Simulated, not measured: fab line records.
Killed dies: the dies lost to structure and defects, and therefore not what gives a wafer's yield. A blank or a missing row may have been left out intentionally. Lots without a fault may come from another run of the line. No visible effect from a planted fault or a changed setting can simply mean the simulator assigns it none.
Code-filled problem report in 8D (eight disciplines) form    flow nand_harc    the parts of the form that need people (team, actions taken, sign-off) are left out

1. WHAT IS WRONG
Wafers without a fault read 62, standard deviation 24; raw_defect_count at NHARC_A_SOURCE_PLATE_INSPECT_08 reads a mean of 810 on 6 wafers belonging to 2 lots. Relative to the usual mean, that is a shift of +31 standard deviations.
Seen first at day 13 13:46 on defect_inspect-01, wafer L275.3. Wafers with a number at this step in the record: 33, from 11 lots. The rule behind "out" and "out of limits": a value lying over 4 standard deviations away from the usual mean. Any other wafer with a number is counted as sound.

2. WHAT IT IS; WHAT IT IS NOT
question                     is                      is not
which readings at this step  raw_defect_count        -
which lots                   L274, L275              L260, L262, L264, L265, L278, L280, L281, L282, L283
which wafers of those lots   all that have a number  -
read on which gauges         defect_inspect-01       defect_inspect-02
when                         from day 13 13:46       up to then (12 sound wafers); but 15 sound wafers of L278, L280, L281, L282, L283 came after

3. THE SUSPECTS, EACH WITH WHAT RULES IT OUT
Counting: a tool stays on the suspect list if, at a process step up to the reading, it processed all lots that are out and no sound lot following the first of them.
- the gauge at NHARC_A_SOURCE_PLATE_INSPECT_08 has been ruled out. All the wafers that are out were read on defect_inspect-01, but those of them that NHARC_END_SORT_01 has rows for are out there too, on other tools.
- rie_diel-03 at NHARC_P_BONDPAD_STRIP_15 (strips in O2): ruled out as a lasting fault. Sound lots L278, L280 ran on it after its first lot that is out, L275 (day 12 13:28).
- rie_diel-03 at NHARC_P_BONDPAD_ETCH_24 (etches the open film in CF4/N2, target depth 30 nm, time 72.99 s): ruled out as a lasting fault. Sound lots L278, L280 ran on it after its first lot that is out, L275 (day 12 15:37). NHARC_P_BONDPAD_ETCH_24 gives no start for some lots, so the hours and the order of its lots are those of NHARC_P_BONDPAD_INSPECT_23.
- furnace-07 at NHARC_A_SOURCE_PLATE_OXIDE_02 (material SiO2, target thk 10 nm, ox time 1362 s): ruled out as a lasting fault. Sound lots L283 ran on it after its first lot that is out, L274 (day 12 21:10).
Left after counting: nothing in the record.

4. THE CAUSE (what the simulator had put in)
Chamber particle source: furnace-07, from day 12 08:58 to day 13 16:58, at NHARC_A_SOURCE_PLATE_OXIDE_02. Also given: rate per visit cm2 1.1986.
The count ruled it out by mistake, since the rule takes a fault to strike every lot its tool runs from the start of the fault on, and this one did not do so.

5. SEQUENCE OF EFFECTS, ordered by route
Each row: a reading whose mean over the struck wafers that have a number lies more than 3 standard deviations from the usual. Scope: only readings with a usual standard deviation given in the record; hours: median across lots of the time from each lot's start at the first step in this table that gives one to its start at this step; sigmas: change in usual standard deviations.
hours  step                             reading           usual  on struck wafers  change  sigmas
0      NHARC_A_SOURCE_PLATE_INSPECT_08  raw_defect_count  62     810               +748    +31
395    NHARC_END_SORT_01                killed_at_array   52     457               +405    +21
395    NHARC_END_SORT_01                killed_dies       57     460               +403    +22

6. HOW IT WOULD HAVE BEEN CAUGHT EARLIER
The first out-of-limits reading at a measuring or inspecting step in this record came at day 13 13:46, 29 hours after the fault's start at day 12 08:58.
An alarm limit of 4 standard deviations would not have fired on the tool readings at NHARC_A_SOURCE_PLATE_OXIDE_02 for which the record gives a usual standard deviation, since none of them was out on any struck wafer.
